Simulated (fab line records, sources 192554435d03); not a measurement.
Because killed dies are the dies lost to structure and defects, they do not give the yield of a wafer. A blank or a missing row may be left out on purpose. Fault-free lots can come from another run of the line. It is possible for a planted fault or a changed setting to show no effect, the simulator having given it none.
fab line records    flow n5_finfet
record lots=14  wafers=42  last_day=19
route steps=1938 shown BEOL_M8@1390 BEOL_M9@1404
lots untouched by any fault: they come from a run of this same line in which no faults occurred
start_h: the number of hours between the record's first day and the start of the first shown wafer of the lot    wait_h: how many hours have passed since the lot's step before this one    " as in the row above    L1.1+2: a row that stands for several wafers    - no value, or no start was given    * or withheld: withheld    < > ~ a bound
route shown NAME@n: a module of which the file shows steps, and the number in the route of the first    usual: the fault-free wafers' mean and standard deviation    same: alike in all rows    chamber/n: place in a boat    sites: readings site by site    _std_site: the standard deviation of these    _edge_site: outer sites' mean less inner sites'    radius_mm: how far each site lies from the wafer's centre    mask NAME#n: copy n    behind: tool/chamber where the wafer was last shaped    hold: cause of the lot's hold/its duration in hours/its outcome    device: whichever transistor did not switch (one of n, p or np)    end of line: at the end of the route, the tests of the same wafers    a step with no rows: only its recipe    killed: the dies lost at the first sort to structure and to defects; this is not the yield of the wafer    map: a wafer's dies, marking killed ones x, the rest . and places with no die _
set.NAME: setting as actually run; set.NAME@STEP: the setting as run at that earlier step    model.NAME: the simulator's own value behind a step, which no gauge read
steps of the route over a sample of lots; a table a step, a row a wafer
services: when a tool's chamber went out of use (start_h, in hours from the record's first day, below 0 if earlier), for how many hours, and the reason
## steps
# step N5_BEOL_M8_SURFACE_TREAT_79
# recipe gas=Ar  time_s=*  ion_energy_ev=*  ion_current_ma_cm2=0.5  pressure_mtorr=*  ar_flow_sccm=30
# usual ar_flow_sccm=29.99/0.089  throttle_valve_pct=*
lot.wafer  tool            chamber  start_h  wait_h  ar_flow_sccm  throttle_valve_pct
L500.1     pvd_sputter-02  -        228.93   1.7     29.98         *
L500.4     "               -        "        "       30.09         *
L500.6     "               -        "        "       30.10         *
L504.2     pvd_sputter-03  -        277.43   0.4     30.01         *
L504.3     "               -        "        "       29.88         *
L504.6     "               -        "        "       30.00         *
L503.4     pvd_sputter-01  -        281.82   0.2     29.98         *
L503.5     "               -        "        "       29.99         *
L503.6     "               -        "        "       30.06         *
L505.1     pvd_sputter-03  -        296.85   0.3     29.95         *
L505.4     "               -        "        "       30.02         *
L505.6     "               -        "        "       29.97         *
L509.2     pvd_sputter-02  -        323.53   0.3     29.92         *
L509.3     "               -        "        "       30.04         *
L509.6     "               -        "        "       30.05         *
L510.1     pvd_sputter-03  -        335.33   0.2     29.92         *
L510.3     "               -        "        "       30.12         *
L510.4     "               -        "        "       29.98         *
L515.2     pvd_sputter-03  -        347.68   0.2     29.93         *
L515.3     "               -        "        "       30.02         *
L515.5     "               -        "        "       29.98         *
L514.2     pvd_sputter-03  -        375.53   0.2     30.18         *
L514.3     "               -        "        "       29.76         *
L514.6     "               -        "        "       29.74         *
L518.1     pvd_sputter-02  -        379.55   0.3     30.02         *
L518.2     "               -        "        "       29.94         *
L518.4     "               -        "        "       30.08         *
L520.1     pvd_sputter-02  -        380.09   0.2     29.90         *
L520.3     "               -        "        "       30.09         *
L520.4     "               -        "        "       29.93         *
L519.2     pvd_sputter-02  -        380.35   0.2     30.08         *
L519.4     "               -        "        "       30.03         *
L519.6     "               -        "        "       30.00         *
L521.2     pvd_sputter-03  -        384.29   0.2     30.22         *
L521.5     "               -        "        "       29.97         *
L521.6     "               -        "        "       29.88         *
L522.2     pvd_sputter-03  -        385.11   0.2     29.98         *
L522.5     "               -        "        "       30.14         *
L522.6     "               -        "        "       30.04         *
L523.1     pvd_sputter-02  -        389.10   0.2     30.15         *
L523.5     "               -        "        "       30.12         *
L523.6     "               -        "        "       29.97         *
# step N5_BEOL_M9_PECVD_70
# recipe material=SiO2  target_thk_a=200  temp_c=400  precursor=TEOS/O2  pressure_torr=5.5  rf_w=450  teos_flow_sccm=53.8  gas=O2  flow_sccm=3000  time_s=22.7
# usual chamber_pressure_Torr=5.500/0.013  heater_power_w=765/99  showerhead_plenum_p_Torr=8.79/0.057  throttle_valve_pct=22.4/1.4
lot.wafer  tool      chamber  start_h  wait_h  chamber_pressure_Torr  heater_power_w  showerhead_plenum_p_Torr  throttle_valve_pct
L500.1     pecvd-01  1        230.86   0.0     5.510                  866             8.78                      20.4
L500.4     "         0        "        "       5.517                  727             8.76                      22.1
L500.6     "         1        "        "       5.489                  867             8.77                      20.1
L504.2     pecvd-03  0        280.66   0.0     5.506                  757             8.75                      22.9
L504.3     "         1        "        "       5.505                  678             8.82                      22.6
L504.6     "         2        "        "       5.495                  611             8.80                      20.8
L503.4     pecvd-04  0        283.98   0.1     5.508                  800             8.72                      22.8
L503.5     "         2        "        "       5.486                  618             8.91                      22.5
L503.6     "         1        "        "       5.493                  822             8.83                      25.4
L505.1     pecvd-01  0        300.65   0.0     5.516                  775             8.76                      22.4
L505.4     "         1        "        "       5.486                  715             8.78                      20.2
L505.6     "         0        "        "       5.496                  775             8.74                      22.5
L509.2     pecvd-04  2        327.45   0.0     5.498                  744             8.88                      22.8
L509.3     "         1        "        "       5.502                  853             8.84                      25.1
L509.6     "         2        "        "       5.510                  726             8.88                      22.5
L510.1     pecvd-04  0        338.08   0.0     5.513                  753             8.71                      22.5
L510.3     "         1        "        "       5.501                  957             8.87                      25.1
L510.4     "         0        "        "       5.513                  754             8.70                      22.6
L515.2     pecvd-04  0        349.66   0.0     5.519                  883             8.71                      22.6
L515.3     "         1        "        "       5.492                  809             8.83                      25.3
L515.5     "         1        "        "       5.504                  805             8.85                      25.1
L514.2     pecvd-03  0        377.76   0.0     5.522                  724             8.74                      22.8
L514.3     "         2        "        "       5.497                  712             8.80                      20.9
L514.6     "         2        "        "       5.481                  694             8.82                      20.8
L518.1     pecvd-03  0        381.68   0.0     5.509                  710             8.73                      23.1
L518.2     "         1        "        "       5.530                  796             8.79                      22.7
L518.4     "         0        "        "       5.495                  695             8.76                      23.1
L520.1     pecvd-01  2        382.46   0.0     5.508                  661             8.79                      21.9
L520.3     "         1        "        "       5.486                  862             8.79                      20.0
L520.4     "         2        "        "       5.499                  650             8.75                      22.1
L519.2     pecvd-01  1        382.94   0.0     5.489                  778             8.78                      20.0
L519.4     "         0        "        "       5.509                  724             8.76                      22.4
L519.6     "         1        "        "       5.498                  801             8.78                      20.0
L521.2     pecvd-04  0        386.34   0.0     5.481                  740             8.71                      22.6
L521.5     "         0        "        "       5.502                  754             8.72                      22.3
L521.6     "         1        "        "       5.492                  852             8.85                      25.1
L522.2     pecvd-04  2        387.56   0.0     5.492                  662             8.87                      22.8
L522.5     "         1        "        "       5.497                  1007            8.84                      25.0
L522.6     "         2        "        "       5.510                  671             8.90                      22.6
L523.1     pecvd-01  0        391.15   0.0     5.499                  647             8.74                      22.3
L523.5     "         0        "        "       5.506                  646             8.73                      22.1
L523.6     "         1        "        "       5.501                  867             8.79                      20.1
# step N5_BEOL_M9_EXPOSE_08
# recipe mask_id=M9  na=1.35  source_shape=dipole  sigma_inner=0.411  sigma_outer=0.611  polarization=te  dose_mj=53.75
# usual dipole_opening_deg=40/0  exposure_dose_mJ_cm2=53.70/0.053  sigma_inner=0.411/0
lot.wafer  tool             chamber  start_h  wait_h  mask  dipole_opening_deg  exposure_dose_mJ_cm2  sigma_inner
L500.1     arfi_scanner-03  0        232.91   -       M9#0  40                  53.65                 0.411
L500.4     "                0        "        "       M9#0  40                  53.68                 0.411
L500.6     "                0        "        "       M9#0  40                  53.70                 0.411
L504.2     arfi_scanner-02  0        281.61   -       M9#0  40                  53.66                 0.411
L504.3     "                0        "        "       M9#0  40                  53.71                 0.411
L504.6     "                0        "        "       M9#0  40                  53.68                 0.411
L503.4     arfi_scanner-03  0        284.89   -       M9#0  40                  53.65                 0.411
L503.5     "                0        "        "       M9#0  40                  53.72                 0.411
L503.6     "                0        "        "       M9#0  40                  53.71                 0.411
L505.1     arfi_scanner-01  0        302.79   -       M9#0  40                  53.67                 0.411
L505.4     "                0        "        "       M9#0  40                  53.62                 0.411
L505.6     "                0        "        "       M9#0  40                  53.74                 0.411
L509.2     arfi_scanner-02  -        329.73   -       M9#0  -                   -                     -
L509.3     "                -        "        "       M9#0  -                   -                     -
L509.6     "                -        "        "       M9#0  -                   -                     -
L510.1     arfi_scanner-02  -        338.89   -       M9#0  -                   -                     -
L510.3     "                -        "        "       M9#0  -                   -                     -
L510.4     "                -        "        "       M9#0  -                   -                     -
L515.2     arfi_scanner-02  0        354.24   -       M9#0  40                  53.72                 0.411
L515.3     "                0        "        "       M9#0  40                  53.72                 0.411
L515.5     "                0        "        "       M9#0  40                  53.72                 0.411
L514.2     arfi_scanner-01  0        378.66   -       M9#0  40                  53.64                 0.411
L514.3     "                0        "        "       M9#0  40                  53.65                 0.411
L514.6     "                0        "        "       M9#0  40                  53.61                 0.411
L518.1     arfi_scanner-01  0        381.98   -       M9#0  40                  53.65                 0.411
L518.2     "                0        "        "       M9#0  40                  53.72                 0.411
L518.4     "                0        "        "       M9#0  40                  53.72                 0.411
L520.1     arfi_scanner-01  0        384.20   -       M9#0  40                  53.69                 0.411
L520.3     "                0        "        "       M9#0  40                  53.70                 0.411
L520.4     "                0        "        "       M9#0  40                  53.69                 0.411
L519.2     arfi_scanner-03  0        384.44   -       M9#0  40                  53.62                 0.411
L519.4     "                0        "        "       M9#0  40                  53.64                 0.411
L519.6     "                0        "        "       M9#0  40                  53.66                 0.411
L521.2     arfi_scanner-02  0        388.13   -       M9#0  40                  53.71                 0.411
L521.5     "                0        "        "       M9#0  40                  53.67                 0.411
L521.6     "                0        "        "       M9#0  40                  53.77                 0.411
L522.2     arfi_scanner-03  0        388.83   -       M9#0  40                  53.63                 0.411
L522.5     "                0        "        "       M9#0  40                  53.62                 0.411
L522.6     "                0        "        "       M9#0  40                  53.62                 0.411
L523.1     arfi_scanner-02  0        393.47   -       M9#0  40                  53.71                 0.411
L523.5     "                0        "        "       M9#0  40                  53.77                 0.411
L523.6     "                0        "        "       M9#0  40                  53.71                 0.411
# step N5_BEOL_M9_CD_MEAS_11
# recipe target_cd_nm=64.1  landing_energy_ev=500  detector=se_inlens  polarity=opening
# usual cd_nm=64.2/0.59
lot.wafer  tool       chamber  start_h  wait_h  cd_nm
L500.1     cd_sem-02  0        233.04   -       65.3
L500.4     "          0        "        "       64.5
L500.6     "          0        "        "       64.4
L504.2     cd_sem-01  0        281.73   -       62.9
L504.3     "          0        "        "       64.5
L504.6     "          0        "        "       64.6
L503.4     cd_sem-01  0        285.01   -       62.5
L503.5     "          0        "        "       64.3
L503.6     "          0        "        "       63.4
L505.1     cd_sem-01  0        302.92   -       63.5
L505.4     "          0        "        "       63.8
L505.6     "          0        "        "       64.9
L509.2     cd_sem-03  0        329.85   -       -
L509.3     "          0        "        "       -
L509.6     "          0        "        "       -
L510.1     cd_sem-02  0        339.02   -       -
L510.3     "          0        "        "       -
L510.4     "          0        "        "       -
L515.2     cd_sem-01  0        354.36   -       65.6
L515.3     "          0        "        "       64.3
L515.5     "          0        "        "       64.2
L514.2     cd_sem-01  0        378.78   -       64.6
L514.3     "          0        "        "       64.8
L514.6     "          0        "        "       64.7
L518.1     cd_sem-01  0        382.11   -       63.8
L518.2     "          0        "        "       64.2
L518.4     "          0        "        "       63.4
L520.1     cd_sem-01  0        384.33   -       64.5
L520.3     "          0        "        "       64.4
L520.4     "          0        "        "       63.7
L519.2     cd_sem-03  0        384.56   -       64.0
L519.4     "          0        "        "       63.3
L519.6     "          0        "        "       63.9
L521.2     cd_sem-01  0        388.25   -       64.4
L521.5     "          0        "        "       64.5
L521.6     "          0        "        "       64.7
L522.2     cd_sem-02  0        388.95   -       64.7
L522.5     "          0        "        "       64.0
L522.6     "          0        "        "       64.6
L523.1     cd_sem-01  0        393.60   -       64.5
L523.5     "          0        "        "       64.2
L523.6     "          0        "        "       64.3
## services
tool             chamber  start_h  hours  kind
pvd_sputter-03   -        205.12   1.6    repair
arfi_scanner-02  -        249.36   1.3    pm
arfi_scanner-03  -        251.37   0.5    repair
arfi_scanner-02  -        251.98   1.0    pm
arfi_scanner-03  -        257.34   1.3    pm
arfi_scanner-01  -        260.20   1.0    pm
arfi_scanner-03  -        265.05   0.8    pm
arfi_scanner-03  -        268.48   1.0    pm
pecvd-01         1        274.17   12.3   repair
pecvd-01         -        275.27   0.9    repair
pecvd-04         2        287.69   4.1    repair
pecvd-04         -        289.55   6.0    pm
arfi_scanner-03  -        298.27   6.7    repair
arfi_scanner-02  -        309.42   4.9    pm
arfi_scanner-01  -        315.07   1.3    pm
arfi_scanner-02  -        318.15   0.8    pm
arfi_scanner-01  -        325.44   0.8    pm
arfi_scanner-03  -        326.75   16.0   pm
pecvd-04         2        331.11   30.4   repair
arfi_scanner-02  -        331.55   5.4    repair
arfi_scanner-03  -        342.75   1.0    pm
arfi_scanner-02  -        359.77   3.9    pm
arfi_scanner-02  -        374.86   1.3    pm
arfi_scanner-02  -        391.46   1.0    pm
## key
first_sign step=N5_BEOL_M9_EXPOSE_08  reading=tool_record  direction=missing
effect none on later readings
met_at N5_BEOL_M9_EXPOSE_08
struck_lots L509,L510
later_rows_left_out L509.2,L509.3,L509.6,L510.1,L510.3,L510.4
sort_left_out L509.2,L509.3,L509.6,L510.1,L510.3,L510.4
not_acting_at N5_BEOL_M8_SURFACE_TREAT_79,N5_BEOL_M9_PECVD_70,N5_BEOL_M9_CD_MEAS_11
onset_between 281.61 329.73
fault kind=skipped_step_whole  tool=arfi_scanner-02  chamber=-  onset_h=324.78  steps=N5_BEOL_M9_EXPOSE_08  scope=struck_lots_only
# sort_left_out: the simulated sort isn't trusted on such a fault, so these wafers' sort isn't shown, and their yield isn't known
# later_rows_left_out: the simulator's readings of these wafers behind a module that went badly wrong aren't trusted and aren't shown, but for the sort
